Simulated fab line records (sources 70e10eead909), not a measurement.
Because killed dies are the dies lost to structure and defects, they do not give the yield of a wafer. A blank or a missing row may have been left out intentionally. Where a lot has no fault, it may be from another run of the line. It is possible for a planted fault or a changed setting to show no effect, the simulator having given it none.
Tool commonality check    flow nand-harc    Lots sampled 2, wafers sampled 6

== REASON IT WAS OPENED ==
On 2 of the 2 lots, a flag is raised at NHARC_END_SORT_01 on the reading killed-at-array. Fault-free wafers read 52, with a standard deviation of 16.
Rule: a lot gets a flag if all its wafers with a number sit over 4 standard deviations from that mean, or if no wafer of it has a number. The rest of the lots are taken to be sound.

lot   measured      on         killed-at-array, wafer by wafer  flag
L325  day 28 19:52  prober-01  671 676 675                      FLAGGED
L324  day 28 23:06  prober-02  666 669 663                      FLAGGED
The numbers of the flagged lots are 670 on average: +618 against the usual, or +39 standard deviations.

== WHICH TOOL EACH LOT WENT THROUGH ==
Before the reading, the record contains 3 process steps out of a 1302-step route. Every cell lists first the tool, next ch and the chambers used by the sampled wafers, and last the start.
lot   flag     NHARC_A_CHANNEL_HOLE_D2_ETCH_26   NHARC_A_CHANNEL_HOLE_D2_ETCH_27   NHARC_A_CHANNEL_FILL_D2_ETCHBACK_19
L325  FLAGGED  har-etch-02 ch 0,1, day 18 02:25  har-etch-02 ch 0,1, day 18 02:37  rie-si-06 ch 0,1, day 19 06:51
L324  FLAGGED  har-etch-01 ch 0,1, day 18 03:26  har-etch-01 ch 0,1, day 18 03:38  rie-si-05 ch 0,2,3, day 19 06:51
What these steps do:
- NHARC_A_CHANNEL_HOLE_D2_ETCH_26: etches the open film in C4F8/O2/Ar, time 224.1 s, target depth 300 nm.
- NHARC_A_CHANNEL_HOLE_D2_ETCH_27: etches the open film in C4F8/O2/Ar, time 90 s, target depth 400 nm.
- NHARC_A_CHANNEL_FILL_D2_ETCHBACK_19: etches the open film in HBr/Cl2, target depth 5 nm, time 1.7 s.
- NHARC_END_SORT_01

== FLAGGED AGAINST TOTAL, ONE TOOL AT A TIME (gauges that did the reading follow at the end) ==
step                                 tool         lots run  flagged  share of the flagged lots  sound lots run after its first flagged lot
NHARC_A_CHANNEL_HOLE_D2_ETCH_26      har-etch-01  1         1        some                       0
NHARC_A_CHANNEL_HOLE_D2_ETCH_26      har-etch-02  1         1        some                       0
NHARC_A_CHANNEL_HOLE_D2_ETCH_27      har-etch-01  1         1        some                       0
NHARC_A_CHANNEL_HOLE_D2_ETCH_27      har-etch-02  1         1        some                       0
NHARC_A_CHANNEL_FILL_D2_ETCHBACK_19  rie-si-05    1         1        some                       0
NHARC_A_CHANNEL_FILL_D2_ETCHBACK_19  rie-si-06    1         1        some                       0
NHARC_END_SORT_01                    prober-01    1         1        some                       0
NHARC_END_SORT_01                    prober-02    1         1        some                       0

== WHAT THE TABLE ALLOWS ==
No row of the table ran every flagged lot.

== WHAT THE SIMULATOR HAD INSERTED ==
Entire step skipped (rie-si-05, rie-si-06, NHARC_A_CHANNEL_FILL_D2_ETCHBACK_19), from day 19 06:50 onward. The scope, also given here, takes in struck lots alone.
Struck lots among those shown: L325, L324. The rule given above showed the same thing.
